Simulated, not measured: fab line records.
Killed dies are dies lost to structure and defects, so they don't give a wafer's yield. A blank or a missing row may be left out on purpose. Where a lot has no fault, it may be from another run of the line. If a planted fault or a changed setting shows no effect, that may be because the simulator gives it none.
A single fault, viewed from 2 desks / flow n5 finfet / each desk holds nothing but its own numbers, with what lay behind them at the end

AT THE TOOL OWNER'S DESK: rie diel-01
The tool's own readings at N5_HKMG_FIN_ETCH_35 (etches SOC in N2/H2, target depth 215.8 nm, time 243.4 s): means of the sampled wafers that have a number, for each lot that ran on this tool. The brackets show how far a lot's mean lies from the usual mean; more than 4 standard deviations puts the lot out of limits, marked OUT. Shown are 7 of the 8 readings it has, namely the first that went out of limits plus those furthest out on some lot.
Columns: A = bias w at N5_HKMG_FIN_ETCH_35, usual 4.998 W; B = drypump motor current A at N5_HKMG_FIN_ETCH_35, usual 5.9 A; C = h2 flow sccm at N5_HKMG_FIN_ETCH_35, usual 200.0 sccm; D = oes product au at N5_HKMG_FIN_ETCH_35, usual 0.80 a.u.; E = rf vpp V at N5_HKMG_FIN_ETCH_35, usual 141.8 V; F = run length s at N5_HKMG_FIN_ETCH_35, usual 266.5 s; G = throttle valve pct at N5_HKMG_FIN_ETCH_35, usual 17.92 %
lot=L748; first seen here=day 5 00:44; A=5.002; B=5.4; C=200.2; D=0.74; E=141.2; F=266.3; G=18.14
lot=L749; first seen here=day 5 04:50; A=5.002; B=6.1; C=199.8; D=0.83; E=142.2; F=266.4; G=17.98
lot=L750; first seen here=day 5 14:13; A=5.023; B=5.3; C=199.7; D=0.70; E=142.9; F=221.6 (-99 or more) OUT; G=18.10
lot=L751; first seen here=day 5 15:19; A=-; B=5.8; C=200.7; D=0.86; E=141.2; F=199.6 (-99 or more) OUT; G=18.09
lot=L752; first seen here=day 6 00:34; A=4.992; B=6.1; C=199.7; D=0.78; E=140.3; F=232.7 (-81) OUT; G=17.98
lot=L767; first seen here=day 9 14:55; A=5.004; B=5.8; C=200.4; D=0.81; E=141.0; F=266.4; G=17.92
Finding of this desk: L750, L751, L752 out of limits; the first was L750 at day 5 14:13, on run length s at N5_HKMG_FIN_ETCH_35. In limits: L748, L749, L767.

THE METROLOGY DESK
Means of the sampled wafers that have a number, per lot and without regard to the tool the lot ran on: this is what the gauges read. The brackets show how far a lot's mean lies from the usual mean; more than 4 standard deviations puts the lot out of limits, marked OUT.
Columns: A = NWFM_OVL at N5_HKMG_FIN_OVL_MEAS_13, usual -0.4 nm
lot=L745; first seen here=day 4 04:31; A=-0.0
lot=L748; first seen here=day 4 23:56; A=0.1
lot=L749; first seen here=day 5 04:19; A=-0.4
lot=L750; first seen here=day 5 13:50; A=-1.1
lot=L751; first seen here=day 5 14:49; A=-0.2
lot=L752; first seen here=day 6 00:12; A=-0.5
lot=L757; first seen here=day 7 04:59; A=-1.2
lot=L761; first seen here=day 8 03:19; A=-0.5
lot=L763; first seen here=day 8 13:23; A=0.0
lot=L766; first seen here=day 9 10:52; A=-0.4
lot=L767; first seen here=day 9 14:33; A=-1.8
This desk found nothing out of limits on any of the 11 lots.

PUT TOGETHER
The tool owner's desk could have raised an alarm at day 5 14:13, on L750, L751, L752.
Metrology desk: nothing out of limits seen.
The metrology desk has L750, L751, L752 on record, within its limits.
All the named lots went through N5_HKMG_FIN_ETCH_35 on rie diel-01.

WHAT WAS PUT IN BY THE SIMULATOR
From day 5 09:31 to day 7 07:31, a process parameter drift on rie diel-01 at N5_HKMG_FIN_ETCH_35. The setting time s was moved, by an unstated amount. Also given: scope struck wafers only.
Shown lots that were struck: L750, L751, L752.
Each desk's first reading out of limits, in hours after the fault started: the tool owner's desk, 5.
